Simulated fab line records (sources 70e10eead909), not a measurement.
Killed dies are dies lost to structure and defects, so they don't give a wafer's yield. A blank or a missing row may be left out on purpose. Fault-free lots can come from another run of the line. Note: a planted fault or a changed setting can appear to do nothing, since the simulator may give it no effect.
fab line records + flow nand-harc
[record]
- lots = 12
- wafers = 36
- last-day = 33
route steps=1302 shown A_WL_FILL@977 A_CONTACT@985 END@1302
lots that met no fault: from a run of the same line without faults
start-h: hours from the record's opening day to when the first of the lot's shown wafers began + wait-h: hours from the lot's prior step to this one + " as in the row above + L1.1+2: a single row standing in for several wafers + - no value, or no start given + * or withheld: withheld + < > ~ a bound
route shown NAME@n: NAME is a module with steps in the file, n the number in the route of the first one + usual: mean and standard deviation over wafers with no fault + same: alike in all rows + chamber/n: place in a boat + sites: each site's reading + _std_site: their standard deviation + _edge_site: the outer-site mean with the inner-site mean subtracted + radius-mm: for every site, how far away it sits from the centre of the wafer + mask NAME#n: copy n + behind: the last tool/chamber to shape the wafer + hold: why the lot was held/for how many hours/how that ended + device: which transistor (n, p or np) failed to switch + end of line: the route-end tests of the same wafers + a step without rows: its recipe alone + killed: the dies lost at the first sort to structure and to defects; this is not the yield of the wafer + map: a wafer's dies, x killed, . not, _ none there
set.NAME: the setting that was run; set.NAME@STEP: the one run at that earlier step + model.NAME: the simulator's own value behind a step, which no gauge read
one table for each step of the route and one row for each wafer, over a sample of lots
services: the hour from which a tool's chamber was out of use, counted from the record's first day as start-h (under 0 if before that day), plus the number of hours and why
[[steps]]
[step NHARC_A_WL_FILL_CMP_12]
[recipe]
- t-overpolish-s = 30
- target-thk-nm = 100
[usual]
- motor-current-A = 12.2/1.2
- overpolish-run-s = 30.000/0.0091
- slurry-filter-dp-kPa = 13.48/0.14
- time-to-endpoint-s = 20/3.4
| lot.wafer | tool   | chamber | start-h | wait-h | motor-current-A | overpolish-run-s | slurry-filter-dp-kPa | time-to-endpoint-s |
|-----------|--------|---------|---------|--------|-----------------|------------------|----------------------|--------------------|
| L713.1    | cmp-02 | 0       | 472.41  | 0.2    | 12.6            | 29.996           | 13.32                | 19                 |
| L713.2    | "      | 2       | "       | "      | 12.3            | 29.991           | 13.43                | 23                 |
| L713.5    | "      | 0       | "       | "      | 13.0            | 29.998           | 13.52                | 20                 |
| L714.2    | cmp-01 | 0       | 490.04  | 0.2    | 13.9            | 30.001           | 13.41                | 21                 |
| L714.1    | "      | 1       | "       | "      | 12.8            | 30.012           | 13.41                | 26                 |
| L714.5    | "      | 1       | "       | "      | 12.9            | 30.006           | 13.65                | 26                 |
| L718.4    | cmp-02 | 2       | 519.63  | 0.1    | 12.4            | 29.986           | 13.45                | 22                 |
| L718.3    | "      | 1       | "       | "      | 12.2            | 30.004           | 13.65                | 18                 |
| L718.6    | "      | 3       | "       | "      | 10.3            | 29.987           | 13.56                | 14                 |
| L717.4    | cmp-01 | 0       | 528.55  | 0.1    | 14.1            | 30.023           | 13.39                | 16                 |
| L717.5    | "      | 3       | "       | "      | 11.3            | 29.984           | 13.53                | 19                 |
| L717.6    | "      | 0       | "       | "      | 13.3            | 29.990           | 13.49                | 19                 |
| L721.2    | cmp-03 | 0       | 550.59  | 0.2    | 12.3            | 30.001           | 13.32                | 19                 |
| L721.4    | "      | 2       | "       | "      | 13.2            | 29.998           | 13.70                | 20                 |
| L721.6    | "      | 0       | "       | "      | 12.1            | 29.990           | 13.51                | 19                 |
| L722.2    | cmp-02 | 1       | 579.65  | 0.2    | 12.7            | 29.990           | 13.62                | 19                 |
| L722.3    | "      | 2       | "       | "      | 12.5            | 29.987           | 13.42                | 23                 |
| L722.5    | "      | 3       | "       | "      | 10.4            | 30.000           | 13.56                | 16                 |
| L724.3    | cmp-03 | 3       | 583.91  | 0.2    | 10.4            | 30.000           | 13.19                | 22                 |
| L724.1    | "      | 0       | "       | "      | 12.2            | 29.991           | 13.32                | 21                 |
| L724.6    | "      | 2       | "       | "      | 13.0            | 30.001           | 13.64                | 22                 |
| L725.2    | cmp-03 | 3       | 600.20  | 0.2    | 11.3            | 29.999           | 13.49                | 24                 |
| L725.4    | "      | 1       | "       | "      | 13.0            | 29.991           | 13.34                | 21                 |
| L725.6    | "      | 3       | "       | "      | 11.4            | 29.996           | 13.70                | 24                 |
| L727.3    | cmp-01 | 0       | 630.81  | 0.1    | 13.4            | 29.987           | 13.39                | 16                 |
| L727.6    | "      | 3       | "       | "      | 11.0            | 30.003           | 13.63                | 18                 |
| L727.5    | "      | 0       | "       | "      | 13.3            | 30.009           | 13.49                | 16                 |
| L731.1    | cmp-02 | 2       | 655.14  | 0.2    | 13.1            | 30.002           | 13.53                | 23                 |
| L731.3    | "      | 3       | "       | "      | 10.3            | 30.007           | 13.40                | 14                 |
| L731.5    | "      | 0       | "       | "      | 13.0            | 29.997           | 13.31                | 19                 |
| L732.3    | cmp-02 | 1       | 667.21  | 0.1    | 12.2            | 29.993           | 13.39                | 15                 |
| L732.6    | "      | 3       | "       | "      | 9.9             | 29.992           | 13.52                | 15                 |
| L732.5    | "      | 0       | "       | "      | 12.5            | 29.993           | 13.37                | 21                 |
| L736.4    | cmp-03 | 3       | 720.36  | 0.1    | 10.9            | 30.004           | 13.45                | 23                 |
| L736.1    | "      | 0       | "       | "      | 12.3            | 29.985           | 13.29                | 17                 |
| L736.3    | "      | 2       | "       | "      | 14.0            | 29.988           | 13.28                | 25                 |
[step NHARC_A_CONTACT_DEP_28]
[recipe]
- target-thk-a = 70000
- temp-c = 400
- material = aC
[usual]
- throttle-valve-pct = 34.999/0.0094
| lot.wafer | tool       | chamber | start-h | wait-h | throttle-valve-pct |
|-----------|------------|---------|---------|--------|--------------------|
| L713.1    | acl-dep-02 | 0       | 473.54  | 0.1    | 35.013             |
| L713.2    | "          | 0       | "       | "      | 35.001             |
| L713.5    | "          | 0       | 476.41  | 2.9    | 34.999             |
| L714.1    | acl-dep-01 | 0       | 496.77  | 5.6    | 34.992             |
| L714.2    | "          | 0       | "       | "      | 35.000             |
| L714.5    | "          | 0       | 499.62  | 8.5    | 34.992             |
| L718.3    | acl-dep-03 | 0       | 522.87  | 2.1    | 34.999             |
| L718.4    | "          | 0       | "       | "      | 34.999             |
| L718.6    | "          | 0       | 524.98  | 4.2    | 35.006             |
| L717.4    | acl-dep-03 | 0       | 531.79  | 2.2    | 34.994             |
| L717.5    | "          | 0       | "       | "      | 34.997             |
| L717.6    | "          | 0       | "       | "      | 34.992             |
| L721.2    | acl-dep-02 | 0       | 554.30  | 2.6    | 34.998             |
| L721.4    | "          | 0       | 555.73  | 4.1    | 35.010             |
| L721.6    | "          | 0       | 557.16  | 5.5    | 35.016             |
| L722.2    | acl-dep-01 | 0       | 581.45  | 0.8    | 35.003             |
| L722.3    | "          | 0       | "       | "      | 35.000             |
| L722.5    | "          | 0       | 583.56  | 2.9    | 34.987             |
| L724.1    | acl-dep-03 | 0       | 585.34  | 0.4    | 35.006             |
| L724.3    | "          | 0       | 586.73  | 1.8    | 34.984             |
| L724.6    | "          | 0       | 588.81  | 3.9    | 34.990             |
| L725.2    | acl-dep-01 | 0       | 602.06  | 0.8    | 34.995             |
| L725.4    | "          | 0       | 603.48  | 2.2    | 34.988             |
| L725.6    | "          | 0       | 604.91  | 3.6    | 35.006             |
| L727.3    | acl-dep-02 | 0       | 633.35  | 1.5    | 34.986             |
| L727.5    | "          | 0       | 634.78  | 2.9    | 35.011             |
| L727.6    | "          | 0       | "       | "      | 34.988             |
| L731.1    | acl-dep-02 | 0       | 656.44  | 0.1    | 35.001             |
| L731.3    | "          | 0       | 657.85  | 1.5    | 35.001             |
| L731.5    | "          | 0       | 659.25  | 2.9    | 34.989             |
| L732.3    | acl-dep-02 | 0       | 672.09  | 3.6    | 34.992             |
| L732.5    | "          | 0       | 673.50  | 5.1    | 35.000             |
| L732.6    | "          | 0       | "       | "      | 34.995             |
| L736.1    | acl-dep-03 | 0       | 721.50  | 0.1    | 35.001             |
| L736.3    | "          | 0       | 722.90  | 1.5    | 34.992             |
| L736.4    | "          | 0       | "       | "      | 34.988             |
[step NHARC_A_CONTACT_ETCH_48]
[recipe]
- target-depth-a = 390
- over-etch-frac = 0.3
- time-s = 65
- ion-energy-ev = 80
- cf4-flow-sccm = 150
- ar-flow-sccm = 0
- rf-w = 300
- bias-w = 100
- chemistry = CF4
[usual]
- drypump-motor-current-A = 5.8/0.57
- mfc-ar-sccm = 0.019/0.016
- oes-product-au = 1.002/0.014
- rf-vpp-V = 151.1/1.1
- run-length-s = 86.2/0.45
- showerhead-plenum-p-Torr = 1.75/0.057
- throttle-valve-pct = 13.286/0.0093
| lot.wafer | tool        | chamber | start-h | wait-h | drypump-motor-current-A | mfc-ar-sccm | oes-product-au | rf-hours-counter-h | rf-vpp-V | run-length-s | showerhead-plenum-p-Torr | throttle-valve-pct |
|-----------|-------------|---------|---------|--------|-------------------------|-------------|----------------|--------------------|----------|--------------|--------------------------|--------------------|
| L713.1    | rie-diel-01 | 3       | 478.94  | 0.1    | 5.6                     | 0           | 1.013          | 31                 | 151.5    | 87.0         | 1.73                     | 13.293             |
| L713.2    | "           | 1       | "       | "      | 4.8                     | 0.021       | 0.995          | 29                 | 152.4    | 85.7         | 1.75                     | 13.275             |
| L713.5    | "           | 3       | "       | "      | 5.6                     | 0           | 1.016          | -                  | 151.5    | 87.0         | 1.73                     | 13.284             |
| L714.2    | rie-diel-06 | 3       | 502.20  | 0.1    | 6.5                     | 0.038       | 1.005          | 1                  | 152.5    | 85.6         | 1.80                     | 13.295             |
| L714.1    | "           | 1       | "       | "      | 6.2                     | 0.008       | 0.986          | 1                  | 153.4    | 86.2         | 1.85                     | 13.298             |
| L714.5    | "           | 3       | "       | "      | 6.4                     | 0.038       | 1.009          | -                  | 149.8    | 85.6         | 1.80                     | 13.283             |
| L718.4    | rie-diel-01 | 3       | 526.69  | 0.1    | 5.6                     | 0           | 1.018          | 47                 | 150.0    | 87.1         | 1.73                     | 13.276             |
| L718.3    | "           | 2       | "       | "      | 5.3                     | 0.022       | 0.999          | 39                 | 152.4    | 86.2         | 1.76                     | 13.271             |
| L718.6    | "           | 0       | "       | "      | 6.3                     | 0           | 1.042          | -                  | 149.9    | 86.1         | 1.70                     | 13.306             |
| L717.4    | rie-diel-06 | 2       | 534.90  | 0.1    | 5.6                     | 0.042       | 0.984          | 8                  | 149.0    | 86.6         | 1.67                     | 13.283             |
| L717.5    | "           | 2       | "       | "      | 5.6                     | 0.042       | 0.991          | -                  | 150.1    | 86.6         | 1.67                     | 13.303             |
| L717.6    | "           | 3       | "       | "      | 6.5                     | 0.038       | 1.000          | -                  | 152.8    | 85.6         | 1.80                     | 13.272             |
| L721.2    | rie-diel-06 | 2       | 559.03  | 0.1    | 5.6                     | 0.042       | 0.989          | 12                 | 150.6    | 86.7         | 1.67                     | 13.282             |
| L721.4    | "           | 3       | "       | "      | 6.5                     | 0.038       | 1.012          | 12                 | 152.1    | 85.6         | 1.80                     | 13.297             |
| L721.6    | "           | 0       | "       | "      | 5.0                     | 0           | 1.003          | -                  | 151.8    | 86.6         | 1.75                     | 13.287             |
| L722.3    | rie-diel-13 | 0       | 585.88  | 0.1    | 5.4                     | 0.026       | 0.996          | 20                 | 151.5    | 85.4         | 1.77                     | 13.278             |
| L722.2    | "           | 2       | "       | "      | 5.9                     | 0.026       | 0.989          | 14                 | 151.9    | 86.1         | 1.71                     | 13.285             |
| L722.5    | "           | 3       | "       | "      | 6.2                     | 0.023       | 0.975          | -                  | 150.5    | 85.7         | 1.73                     | 13.280             |
| L724.3    | rie-diel-06 | 3       | 590.42  | 0.1    | 6.5                     | 0.038       | 0.990          | 18                 | 150.1    | 85.6         | 1.80                     | 13.295             |
| L724.1    | "           | 0       | "       | "      | 4.9                     | 0           | 0.991          | 20                 | 150.2    | 86.9         | 1.75                     | 13.268             |
| L724.6    | "           | 3       | "       | "      | 6.5                     | 0.038       | 0.993          | -                  | 150.8    | 85.7         | 1.80                     | 13.287             |
| L725.2    | rie-diel-13 | 2       | 606.63  | 0.1    | 5.9                     | 0.026       | 0.993          | 24                 | 151.0    | 85.9         | 1.71                     | 13.284             |
| L725.4    | "           | 3       | "       | "      | 6.3                     | 0.023       | 0.982          | 24                 | 150.4    | 85.7         | 1.73                     | 13.309             |
| L725.6    | "           | 3       | "       | "      | 6.2                     | 0.023       | 0.976          | -                  | 152.7    | 86.1         | 1.73                     | 13.282             |
| L727.3    | rie-diel-01 | 3       | 637.10  | 0.1    | 5.6                     | 0           | 1.048          | 22                 | 151.0    | 86.7         | 1.72                     | 13.291             |
| L727.6    | "           | 1       | "       | "      | 4.8                     | 0.021       | 1.007          | -                  | 151.0    | 86.1         | 1.73                     | 13.287             |
| L727.5    | "           | 2       | "       | "      | 5.3                     | 0.022       | 0.990          | -                  | 151.9    | 86.5         | 1.75                     | 13.294             |
| L731.3    | rie-diel-13 | 0       | 661.55  | 0.1    | 5.4                     | 0.026       | 1.014          | 48                 | 152.1    | 85.5         | 1.76                     | 13.307             |
| L731.1    | "           | 3       | "       | "      | 6.2                     | 0.023       | 0.986          | 40                 | 151.0    | 85.9         | 1.72                     | 13.293             |
| L731.5    | "           | 1       | "       | "      | 5.7                     | 0.008       | 1.014          | -                  | 150.0    | 86.2         | 1.70                     | 13.283             |
| L732.3    | rie-diel-06 | 0       | 675.98  | 0.1    | 5.0                     | 0           | 1.001          | 1                  | 152.6    | 69.0         | 1.75                     | 13.290             |
| L732.6    | "           | 2       | "       | "      | 5.6                     | 0.042       | 1.010          | -                  | 149.5    | 87.4         | 1.67                     | 13.284             |
| L732.5    | "           | 3       | "       | "      | 6.5                     | 0.038       | 0.994          | -                  | 152.2    | 85.5         | 1.79                     | 13.285             |
| L736.1    | rie-diel-13 | 3       | 726.59  | 0.1    | 6.2                     | 0.023       | 1.017          | 10                 | 151.3    | 85.7         | 1.72                     | 13.274             |
| L736.3    | "           | 1       | "       | "      | 5.7                     | 0.008       | 1.031          | 7                  | 151.1    | 86.4         | 1.70                     | 13.279             |
| L736.4    | "           | 2       | "       | "      | 5.9                     | 0.026       | 1.003          | 7                  | 149.7    | 86.7         | 1.70                     | 13.292             |
[step NHARC_A_CONTACT_ETCH_111]
[recipe]
- source-w = withheld
- pressure-mtorr = 20
- bias-v = withheld
- time-s = 140
- target-depth-a = 7000
- ar-flow-sccm = withheld
- c4f8-flow-sccm = withheld
- o2-flow-sccm = withheld
- chemistry = C4F8/O2/Ar
[usual]
- run-length-s = 141.5/0.31
| lot.wafer | tool            | chamber | start-h | wait-h | rf-hours-counter-h | run-length-s |
|-----------|-----------------|---------|---------|--------|--------------------|--------------|
| L713.2    | har-cap-etch-01 | 0       | 480.74  | -      | 124                | 141.3        |
| L713.1    | "               | 1       | "       | "      | 124                | 141.5        |
| L713.5    | "               | 1       | "       | "      | -                  | 141.0        |
| L714.2    | har-cap-etch-02 | 0       | 505.28  | -      | 87                 | 141.2        |
| L714.1    | "               | 1       | "       | "      | 87                 | 141.3        |
| L714.5    | "               | 0       | "       | "      | -                  | 141.3        |
| L718.3    | har-cap-etch-03 | 1       | 531.34  | -      | -                  | 141.6        |
| L718.4    | "               | 0       | "       | "      | -                  | 142.3        |
| L718.6    | "               | 1       | "       | "      | -                  | 141.8        |
| L717.4    | har-cap-etch-02 | 0       | 536.86  | -      | -                  | 141.8        |
| L717.6    | "               | 1       | "       | "      | -                  | 141.2        |
| L717.5    | "               | 0       | "       | "      | -                  | 141.1        |
| L721.2    | har-cap-etch-01 | 1       | 560.82  | -      | 8                  | 141.0        |
| L721.4    | "               | 0       | "       | "      | -                  | 141.2        |
| L721.6    | "               | 1       | "       | "      | -                  | 141.1        |
| L722.2    | har-cap-etch-01 | 1       | 587.96  | -      | 13                 | 141.2        |
| L722.3    | "               | 1       | "       | "      | -                  | 141.3        |
| L722.5    | "               | 1       | "       | "      | -                  | 141.4        |
| L724.1    | har-cap-etch-02 | 0       | 592.96  | -      | 103                | 141.1        |
| L724.3    | "               | 0       | "       | "      | -                  | 140.9        |
| L724.6    | "               | 1       | "       | "      | -                  | 141.3        |
| L725.2    | har-cap-etch-01 | 1       | 608.38  | -      | 17                 | 141.5        |
| L725.4    | "               | 0       | "       | "      | -                  | 141.9        |
| L725.6    | "               | 1       | "       | "      | -                  | 141.3        |
| L727.3    | har-cap-etch-02 | 1       | 638.90  | -      | -                  | 141.3        |
| L727.6    | "               | 1       | "       | "      | -                  | 141.4        |
| L727.5    | "               | 0       | "       | "      | -                  | 141.2        |
| L731.1    | har-cap-etch-01 | 1       | 663.31  | -      | 28                 | 141.1        |
| L731.3    | "               | 0       | "       | "      | -                  | 141.4        |
| L731.5    | "               | 0       | "       | "      | -                  | 141.2        |
| L732.3    | har-cap-etch-02 | 0       | 677.80  | -      | -                  | 141.2        |
| L732.5    | "               | 1       | "       | "      | -                  | 141.4        |
| L732.6    | "               | 0       | "       | "      | -                  | 141.0        |
| L736.1    | har-cap-etch-03 | 1       | 728.38  | -      | 82                 | 141.7        |
| L736.4    | "               | 0       | "       | "      | -                  | 141.7        |
| L736.3    | "               | 1       | "       | "      | -                  | 141.6        |
[step NHARC_END_SORT_01]
[recipe]
- temp-c = 25
[usual]
- killed-at-array = 55/17
- killed-at-other = 0.9/1.2
- killed-at-periphery = 3.7/2.5
- killed-dies = 59/18
- killed-open = 3.4/1.9
- killed-short = 2.6/1.6
[same]
- gross-dies = 677
| lot.wafer | tool      | chamber | start-h | wait-h | killed-at-array | killed-at-other | killed-at-periphery | killed-dies | killed-open | killed-short |
|-----------|-----------|---------|---------|--------|-----------------|-----------------|---------------------|-------------|-------------|--------------|
| L732.3    | prober-02 | 0       | 745.56  | 3.1    | 197             | 1               | 5                   | 203         | 5           | 8            |
| L732.5    | prober-02 | 0       | 747.17  | 3.7    | 72              | 0               | 1                   | 73          | 0           | 4            |
| L732.6    | prober-02 | 0       | 747.98  | 4.0    | 82              | 0               | 5                   | 87          | 5           | 6            |
// killed by level:class
L732.3 A_CONTACT:area-etch=108 A_SLIT:chamber-film-flake=32 A_CHANNEL_HOLE_D1:chamber-film-flake=27 A_CONTACT:chamber-film-flake=10 A_STAIRCASE:chamber-film-flake=7 A_CHANNEL_FILL_D1:geometric-particle:short=3 A_ONON_D2:geometric-particle:short=2 P_GATE:geometric-particle:short=1
L732.5 A_CHANNEL_HOLE_D1:chamber-film-flake=34 A_SLIT:chamber-film-flake=22 A_CONTACT:chamber-film-flake=7 A_STAIRCASE:chamber-film-flake=3 A_WL_FILL:chamber-film-flake=2 P_M2:geometric-particle:short=1 A_ONON_D1:geometric-particle:short=1 A_CHANNEL_FILL_D1:geometric-particle:short=1
L732.6 A_SLIT:chamber-film-flake=27 A_CHANNEL_HOLE_D1:chamber-film-flake=26 A_STAIRCASE:chamber-film-flake=9 A_CONTACT:chamber-film-flake=8 A_CHANNEL_FILL_D1:geometric-particle:short=2 P_GATE:chamber-film-flake=2 P_STI:geometric-particle:short=1 P_GATE:geometric-particle:open=1
[[services]]
| tool            | chamber | start-h | hours | kind   |
|-----------------|---------|---------|-------|--------|
| cmp-03          | -       | 456.37  | 4.0   | pm     |
| acl-dep-03      | -       | 480.27  | 13.0  | pm     |
| rie-diel-06     | -       | 484.24  | 9.0   | pm     |
| har-cap-etch-01 | -       | 497.00  | 17.0  | pm     |
| har-cap-etch-02 | -       | 515.90  | 0.5   | repair |
| rie-diel-13     | -       | 519.00  | 9.0   | pm     |
| cmp-02          | -       | 528.39  | 4.0   | pm     |
| cmp-03          | -       | 541.63  | 3.1   | repair |
| cmp-03          | -       | 554.37  | 4.0   | pm     |
| cmp-02          | -       | 581.31  | 1.3   | repair |
| rie-diel-06     | 2       | 586.16  | 8.3   | repair |
| cmp-02          | -       | 586.97  | 0.3   | repair |
| acl-dep-02      | -       | 608.38  | 13.0  | pm     |
| cmp-03          | -       | 624.30  | 2.3   | repair |
| har-cap-etch-01 | -       | 624.35  | 0.1   | repair |
| cmp-02          | -       | 626.39  | 4.0   | pm     |
| cmp-03          | -       | 638.98  | 0.4   | repair |
| rie-diel-13     | 3       | 648.51  | 3.9   | repair |
| cmp-03          | -       | 652.37  | 4.0   | pm     |
| rie-diel-06     | -       | 661.24  | 9.0   | pm     |
| acl-dep-03      | -       | 661.81  | 13.0  | pm     |
| cmp-03          | -       | 693.22  | 3.1   | repair |
| cmp-02          | -       | 698.61  | 1.1   | repair |
| cmp-02          | -       | 724.39  | 4.0   | pm     |
[[key]]
[first-sign]
- step = NHARC_A_CONTACT_ETCH_48
- reading = run-length-s
- direction = down
- sigmas = 38
- usual = *
- struck = *
[effect]
- step = NHARC_END_SORT_01
- reading = killed-at-array
- direction = up
- sigmas = 8.2
- usual = 55
- struck = 197
[more-kills-born-at]
- NHARC_A_CONTACT_ETCH_48@rie-diel-06 = 108
met-at NHARC_A_CONTACT_ETCH_48
struck-lots L732
struck-wafers L732.3
tester-left-out L732
not-acting-at NHARC_A_WL_FILL_CMP_12,NHARC_A_CONTACT_DEP_28,NHARC_A_CONTACT_ETCH_111
onset-between 590.42 675.98
[fault]
- kind = process-parameter-drift
- tool = rie-diel-06
- chamber = 0
- onset-h = 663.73
- steps = NHARC_A_CONTACT_ETCH_48
- channel = time-s
- offset = *
- shape = step
- end-h = 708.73
- acts-in = *
- stated = *
// tester-left-out: of these lots the tester's yield and bins aren't shown, on N5 and GAA mostly nor the transistor test; their killed dies are dies lost to structure and defects alone, not to doping, threshold or leakage, so they don't give the yield
